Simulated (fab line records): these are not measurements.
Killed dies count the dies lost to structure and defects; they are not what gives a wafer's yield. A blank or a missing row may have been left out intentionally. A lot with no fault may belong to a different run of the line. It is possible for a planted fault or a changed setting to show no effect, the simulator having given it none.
A struck lot beside a sound one / flow n5-finfet / 36 steps out of a route of 1938
Sound: these wafers, L103.2, L103.3, L103.6. The struck wafers were L100.1, L100.3, L100.4. At the end, the cause is stated.
For every step that has rows: the tool of each side, followed by ch and its chambers, followed by its first start. Under that, the readings that differ: sound wafers / struck wafers / difference of the means / sigmas: that difference in standard deviations of wafers without a fault.
alike: same words and numbers on both sides, and readings whose means sit less than 2 such deviations apart. not compared: any withheld reading, any reading some wafer has no value for, any bound like >300 that may hide the same value, and any number with overlapping values for which the record gives no deviation.
The two part at a step that has a row with sigmas, a row that says differs or no value, or rows on one side only. Numbers that don't overlap but have no deviation are shown without sigmas and don't part them. A reading that every wafer of one side lacks parts them only if that side has two wafers or more.

first, 9 steps without rows for these wafers: N5_WELL_APT_HMDS_01 (time 60 s); N5_WELL_APT_COAT_02 (resist thk 950 nm); N5_WELL_APT_EBR_04; N5_WELL_APT_SOFTBAKE_03 (time 60 s); N5_WELL_APT_EXPOSE_05 (exposes mask NWELL, defocus 0 nm, target cd 200 nm); N5_WELL_APT_PEB_06 (peb time 90 s); N5_WELL_APT_DEVELOP_07 (develop time 45 s); N5_WELL_APT_HARDBAKE_12 (time 120 s); N5_WELL_APT_DESCUM_13 (chemistry O2, time 7.9 s).
N5_WELL_APT_IMPLANT_14:
  sound on implanter-01 ch 0, day 6 13:49; struck on implanter-02 ch 0, day 5 20:00
reading=dose-ions-cm2; sound=1.4977e+13 1.497e+13 1.4974e+13; struck=1.1156e+13 1.1134e+13 1.1146e+13; difference=-3.8283e+12; sigmas=-99 or more
reading=faraday-current-uA; sound=190 189 192; struck=139 147 138; difference=-49; sigmas=-13
then, 25 steps without rows for these wafers: N5_WELL_APT_IMPLANT_15; N5_WELL_APT_STRIP_16 (strips in SPM, time 900 s); N5_WELL_APT_HMDS_18 (time 60 s); N5_WELL_APT_COAT_19 (resist thk 950 nm); N5_WELL_APT_EBR_21; N5_WELL_APT_SOFTBAKE_20 (time 60 s); N5_WELL_APT_EXPOSE_22 (exposes mask PWELL, defocus 0 nm, target cd 200 nm); N5_WELL_APT_PEB_23 (peb time 90 s); N5_WELL_APT_DEVELOP_24 (develop time 45 s); N5_WELL_APT_HARDBAKE_29 (time 120 s); N5_WELL_APT_DESCUM_30 (chemistry O2, time 7.9 s); N5_WELL_APT_IMPLANT_31; N5_WELL_APT_IMPLANT_32; N5_WELL_APT_STRIP_33 (strips in SPM, time 900 s); N5_WELL_APT_RTA_34 (time 10 s); N5_WELL_APT_OXIDE_STRIP_42 (strips SiO2 in dHF, time 45 s, target depth 12 nm); N5_WELL_APT_PRECLEAN_36 (cleans in O3/DIW, time 45 s); N5_WELL_APT_PRECLEAN_39 (cleans in dHF, time 60 s); N5_WELL_APT_SRD_37 (time 30 s); N5_WELL_APT_EPI_41 (deposits Si from SiH4/H2, target thk 50 nm, time 297.7 s); N5_PMOS_HMC_CHANNEL_EPI_HM_DEP_34 (deposits SiO2 from TEOS/O2, target thk 36 nm, time 6.9 s); N5_PMOS_HMC_CHANNEL_EPI_COAT_31 (time 60 s, resist thk 66 nm); N5_PMOS_HMC_CHANNEL_EPI_COAT_03 (resist thk 205 nm); N5_PMOS_HMC_CHANNEL_EPI_EBR_05; N5_PMOS_HMC_CHANNEL_EPI_SOFTBAKE_04 (time 60 s).
-- the record jumps here: 6 days lie between the struck wafers' starts before and after (it left off in module PMOS_HMC_CHANNEL_EPI and takes up again in module BEOL_M4, whose first step shown is number 1111 of the route) --
N5_BEOL_M4_RC_MEAS_101:
  sound on prober-02 ch 0, day 13 01:44; struck on prober-02 ch 0, day 12 05:13
reading=DIBL_N (mV/V); sound=34.5 34.9 34.6; struck=38.8 38.2 39.2; difference=+4.1; sigmas=+3
reading=DIBL_P (mV/V); sound=34.1 34.9 33.9; struck=39.3 38.8 39.4; difference=+4.9; sigmas=+3
reading=IOFF_N (nA/um); sound=0.130 0.131 0.125; struck=0.201 0.181 0.201; difference=+0.066; sigmas=+2
reading=RS_NWELL (ohm/sq); sound=1037 1030 1038; struck=1222 1227 1222; difference=+189; sigmas=+30
reading=SS_N (mV/dec); sound=71.2 70.8 71.4; struck=72.3 71.6 73.1; difference=+1.2; sigmas=+2
reading=VT_N (mV); sound=254 257 257; struck=248 246 250; difference=-8; sigmas=-2
  alike: IOFF_P, ION_N, ION_P, SS_P, VT_P

== WHERE THEY PART ==
Last at N5_BEOL_M4_RC_MEAS_101 as far as this record goes, first at N5_WELL_APT_IMPLANT_14.

WHY: the cause the simulator had injected
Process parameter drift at N5_WELL_APT_IMPLANT_14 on implanter-02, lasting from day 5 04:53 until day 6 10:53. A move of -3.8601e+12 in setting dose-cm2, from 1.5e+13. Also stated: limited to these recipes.
